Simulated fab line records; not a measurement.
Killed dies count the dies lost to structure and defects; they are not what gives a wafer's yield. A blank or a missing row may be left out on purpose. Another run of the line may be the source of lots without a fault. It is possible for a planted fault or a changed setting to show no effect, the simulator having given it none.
A struck lot beside a sound one | flow n5_finfet | 28 out of 1938 route steps
Sound: these wafers, L920.1, L920.2, L920.4. Wafers struck: L910.1, L910.3, L910.5. The cause comes at the end.
Each step with rows lists, per side, the tool, then ch with its chambers, then its first start. Under that, the readings that differ: sound wafers | struck wafers | difference of the means | sigmas: that difference in standard deviations of wafers without a fault.
alike: same words and numbers on both sides, and readings whose means sit less than 2 such deviations apart. not compared: any withheld reading, any reading some wafer has no value for, any bound like >300 that may hide the same value, and any number with overlapping values for which the record gives no deviation.
A row with sigmas, a row that says differs or no value, or rows on one side alone: a step with any of these is where the two part. When numbers do not overlap yet have no deviation, they are printed without sigmas and do not part them. A reading missing from all wafers of one side parts the sides only when that side holds two or more wafers.

first, 9 steps without rows for these wafers: N5_BEOL_M3_COAT_05 (resist thk 30 nm); N5_BEOL_M3_EBR_07; N5_BEOL_M3_SOFTBAKE_06 (time 60 s); N5_BEOL_M3_EXPOSE_08 (exposes mask M3); N5_BEOL_M3_PEB_09 (peb time 60 s); N5_BEOL_M3_DEVELOP_10 (develop time 30 s); N5_BEOL_M3_DESCUM_16 (chemistry O2, time 7 s); N5_BEOL_M3_ETCH_74 (etches underlayer in N2/H2, target depth 6.5 nm, time 5.2 s); N5_BEOL_M3_ETCH_63 (etches SiARC in CF4, target depth 15.6 nm, time 26 s).
N5_BEOL_M3_ETCH_64: etches SOC in N2/H2, target depth 75 nm, overetch 15 nm, time 112.5 s.
  sound on rie_diel-01 ch 1,2,3, day 13 02:09; struck on rie_diel-02 ch 0,3, day 9 12:38
  alike: drypump_motor_current_A, oes_product_au, rf_vpp_V, showerhead_plenum_p_Torr, throttle_valve_pct
  not compared: rf_hours_counter_h
then, 14 steps without rows for these wafers: N5_BEOL_M3_STRIP_65 (strips in N2/H2); N5_BEOL_M3_STRIP_75 (strips in N2/H2); N5_BEOL_M3_STRIP_66 (strips in CF4); N5_BEOL_M3_HM_OPEN_17 (chemistry Cl2/BCl3, target TiN, target depth 20 nm, overetch 6 nm); N5_BEOL_M3_STRIP_19 (strips in O2); N5_BEOL_M3_COAT_67 (time 60 s, resist thk 60 nm); N5_BEOL_M3_COAT_68 (time 60 s, resist thk 12 nm); N5_BEOL_M3_COAT_76 (time 60 s, resist thk 5 nm); N5_BEOL_M3_COAT_22 (resist thk 30 nm); N5_BEOL_M3_EBR_24; N5_BEOL_M3_SOFTBAKE_23 (time 60 s); N5_BEOL_M3_EXPOSE_25 (exposes mask V2, defocus 5 nm); N5_BEOL_M3_PEB_26 (peb time 60 s); N5_BEOL_M3_DEVELOP_27 (develop time 30 s).
N5_BEOL_M3_INSPECT_30: inspects for defects (brightfield).
  struck on defect_inspect-02, day 9 13:38; sound on defect_inspect-02, day 13 02:55
  reading          | sound       | struck         | difference | sigmas
  raw_defect_count | 244 335 432 | 1262 1463 1355 | +1023      | +11
then, 1 step without rows for these wafers: N5_BEOL_M3_DESCUM_33 (chemistry O2, time 7 s).
N5_BEOL_M4_RC_MEAS_101:
  sound on prober-02 ch 0, day 14 06:38; struck on prober-02 ch 0, day 10 22:46
  alike: DIBL_N, DIBL_P, IOFF_N, IOFF_P, ION_N, ION_P, SS_N, SS_P, VT_N, VT_P
-- record jumps: 5 days separate the struck wafers' starts on either side; left off in module BEOL_M4, taken up again in module PASSIVATION, whose first shown step is the route's number 1936 --
N5_PASSIVATION_PROBE_49:
  only the struck wafers here have rows in the record (prober-02, day 15 10:55); the sound ones have none

WHERE THEY PART
First at N5_BEOL_M3_INSPECT_30; last, within this record, at N5_PASSIVATION_PROBE_49.

WHY: what had been put in by the simulator
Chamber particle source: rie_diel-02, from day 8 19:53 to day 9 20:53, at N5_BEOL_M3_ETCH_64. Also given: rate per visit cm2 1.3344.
